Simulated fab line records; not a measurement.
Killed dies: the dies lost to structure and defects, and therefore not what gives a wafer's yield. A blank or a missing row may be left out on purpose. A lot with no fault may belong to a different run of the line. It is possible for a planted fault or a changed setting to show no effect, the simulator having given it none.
A struck lot beside a sound one | flow n5 finfet | 30 out of 1938 route steps
Sound: the wafers L810.1, L810.3, L810.6. Wafers L822.2, L822.3, L822.4 were the ones struck. The cause is given at the end.
At each step with rows: each side's tool, then ch and its chambers, then its first start. Under that, the readings that differ: sound wafers | struck wafers | difference of the means | sigmas: that difference in standard deviations of wafers without a fault.
alike: same words and numbers on both sides, and readings whose means sit less than 2 such deviations apart. not compared: any withheld reading, any reading some wafer has no value for, any bound like >300 that may hide the same value, and any number with overlapping values for which the record gives no deviation.
Wherever a step has rows on one side only, a row that says differs or no value, or a row with sigmas, the two part there. When numbers do not overlap yet have no deviation, they are printed without sigmas and do not part them. A reading missing from all wafers of one side parts the sides only when that side holds two or more wafers.

first, 3 steps without rows for these wafers: N5_BEOL_M1_STRIP_65 (strips in N2/H2); N5_BEOL_M1_STRIP_75 (strips in N2/H2); N5_BEOL_M1_STRIP_66 (strips in CF4).
N5_BEOL_M1_HM_OPEN_17: chemistry Cl2/BCl3, target TiN, target depth 20 nm, overetch 6 nm.
  sound on rie metal-03 ch 0,1, day 8 19:22; struck on rie metal-02 ch 0,1, day 11 11:47
  alike: drypump motor current A, oes product au, throttle valve pct
  not compared: rf hours counter h
N5_BEOL_M1_STRIP_19: strips in O2.
  sound on rie diel-02 ch 0,1,2, day 8 19:28; struck on rie diel-04 ch 0,1,3, day 11 11:59
  alike: drypump motor current A, oes product au, rf vpp V, showerhead plenum p Torr, throttle valve pct
  not compared: rf hours counter h
N5_BEOL_M1_CD_MEAS_18: pitch 36 nm, target cd 18 nm.
  sound: cd sem-02 at day 8 19:32; struck: cd sem-03 at day 11 12:03
  alike: cd nm
then, 6 steps without rows for these wafers: N5_BEOL_M1_COAT_67 (time 60 s, resist thk 60 nm); N5_BEOL_M1_COAT_68 (time 60 s, resist thk 12 nm); N5_BEOL_M1_COAT_76 (time 60 s, resist thk 5 nm); N5_BEOL_M1_COAT_22 (resist thk 30 nm); N5_BEOL_M1_EBR_24; N5_BEOL_M1_SOFTBAKE_23 (time 60 s).
N5_BEOL_M1_EXPOSE_25: exposes mask V0, defocus 5 nm, target cd 24 nm.
  sound on euv scanner-01 ch 0, day 8 19:43; struck on euv scanner-02 ch 0, day 11 12:14
  alike: mask, reticle temp C
then, 2 steps without rows for these wafers: N5_BEOL_M1_PEB_26 (peb time 60 s); N5_BEOL_M1_DEVELOP_27 (develop time 30 s).
N5_BEOL_M1_CD_MEAS_28: target cd y 23.3 nm.
  sound on cd sem-02 ch 0, day 8 19:52; struck on cd sem-01 ch 0, day 11 12:22
  reading    | sound             | struck            | difference | sigmas
  cd nm (nm) | 23.95 23.91 23.60 | 13.08 21.23 18.28 | -6.29      | -25
N5_BEOL_M1_OVL_MEAS_29:
  sound on overlay-02 ch 0, day 8 19:53; struck on overlay-02 ch 0, day 11 12:24
  alike: V0_OVL
N5_BEOL_M1_INSPECT_30: inspects for defects (brightfield).
  sound: defect inspect-01 at day 8 19:57; struck: defect inspect-01 at day 11 12:28
  alike: raw defect count
N5_BEOL_M1_DESCUM_33: chemistry O2, time 7 s.
  sound on rie diel-06 ch 0,2, day 8 19:59; struck on rie diel-06 ch 2,3, day 11 12:40
  alike: drypump motor current A, oes product au, rf vpp V, showerhead plenum p Torr, throttle valve pct
  not compared: rf hours counter h
then, 3 steps without rows for these wafers: N5_BEOL_M1_ETCH_77 (etches underlayer in N2/H2, target depth 6.5 nm, time 5.2 s); N5_BEOL_M1_ETCH_69 (etches SiARC in CF4, target depth 15.6 nm, time 26 s); N5_BEOL_M1_ALD_98 (deposits SiO2, target thk 2.5 nm, pulse time 1 s, co reactant pulse time 1 s).
N5_BEOL_M1_ETCHBACK_99: etches SiO2 in CHF3, target depth 5 nm, time 10.4 s.
  sound on rie diel-06 ch 0,2, day 8 20:14; struck on rie diel-02 ch 1,2,3, day 11 14:07
  reading               | sound          | struck         | difference | sigmas
  oes product au (a.u.) | 0.97 0.84 0.97 | 0.76 0.66 0.82 | -0.18      | -2
  alike: drypump motor current A, rf vpp V, showerhead plenum p Torr, throttle valve pct
  not compared: rf hours counter h
N5_BEOL_M1_ETCH_70: etches SOC in N2/H2, target depth 80 nm, overetch 16 nm, time 120 s.
  sound on rie diel-06 ch 0,2, day 8 20:16; struck on rie diel-02 ch 1,2,3, day 11 14:09
  reading               | sound          | struck         | difference | sigmas
  oes product au (a.u.) | 0.75 0.64 0.74 | 0.58 0.51 0.62 | -0.14      | -2
  alike: drypump motor current A, rf vpp V, showerhead plenum p Torr, throttle valve pct
  not compared: rf hours counter h
then, 2 steps without rows for these wafers: N5_BEOL_M1_STRIP_71 (strips in N2/H2); N5_BEOL_M1_STRIP_78 (strips in N2/H2).
N5_BEOL_M1_VIA_ETCH_34: etches the open film in C4F6/O2, target depth 67.8 nm, time 64.4 s.
  sound on rie diel-06 ch 0,2, day 8 20:22; struck on rie diel-02 ch 1,2,3, day 11 14:15
  reading                  | sound          | struck         | difference | sigmas
  oes product au (a.u.)    | 0.96 0.85 0.97 | 0.76 0.65 0.83 | -0.18      | -2
  model.BEOL_M1.cd nm (nm) | 18 17.4 18.2   | 6.8 15 12.8    | -6.3       |
  alike: O2_flow_sccm, drypump motor current A, rf vpp V, showerhead plenum p Torr, throttle valve pct
  not compared: rf hours counter h
then, 1 step without rows for these wafers: N5_BEOL_M1_STRIP_83 (strips in C4F6/O2).
-- here the record skips 2 days between the struck wafers' starts before and after, leaving off in module BEOL_M1 and picking up in module BEOL_M4 (first step shown: number 1111 of the route) --
N5_BEOL_M4_RC_MEAS_101:
  sound on prober-01 ch 0, day 10 14:25; struck on prober-01 ch 0, day 13 16:07
  alike: DIBL_N, DIBL_P, IOFF_N, IOFF_P, ION_N, ION_P, SS_N, SS_P, VT_N, VT_P
-- record jumps: 4 days separate the struck wafers' starts on either side; left off in module BEOL_M4, taken up again in module PASSIVATION, whose first shown step is the route's number 1936 --
N5_PASSIVATION_PROBE_49:
  sound: prober-01 at day 15 06:37; struck: prober-01 at day 17 23:17
  reading                  | sound          | struck    | difference | sigmas
  defect limited yield (%) | 91.1 92.0 91.9 | 0 0       | -92        | -54
  killed_at_M0_to_M3       | 26 27 36       | 1098 1091 | +1065      | +89
  killed at other          | 2 0 4          | 15 10     | +10        | +4
  killed dies              | 105 94 96      | 1180 1180 | +1082      | +52
  sort_bin_5_function (%)  | 4.6 4.5 5.3    | 96.2 96.1 | +91.4      | +76
  sort n pass              | 1075 1086 1084 | 0 0       | -1082      | -52
  sort yield pct (%)       | 91.1 92.0 91.9 | 0 0       | -92        | -51
  alike: killed_at_M4_up, killed at contacts, killed at front end, killed open, killed short, sort_bin_6_memory

== WHERE THEY PART ==
First at N5_BEOL_M1_CD_MEAS_28; last, within this record, at N5_PASSIVATION_PROBE_49.

WHY: whatever the simulator had introduced
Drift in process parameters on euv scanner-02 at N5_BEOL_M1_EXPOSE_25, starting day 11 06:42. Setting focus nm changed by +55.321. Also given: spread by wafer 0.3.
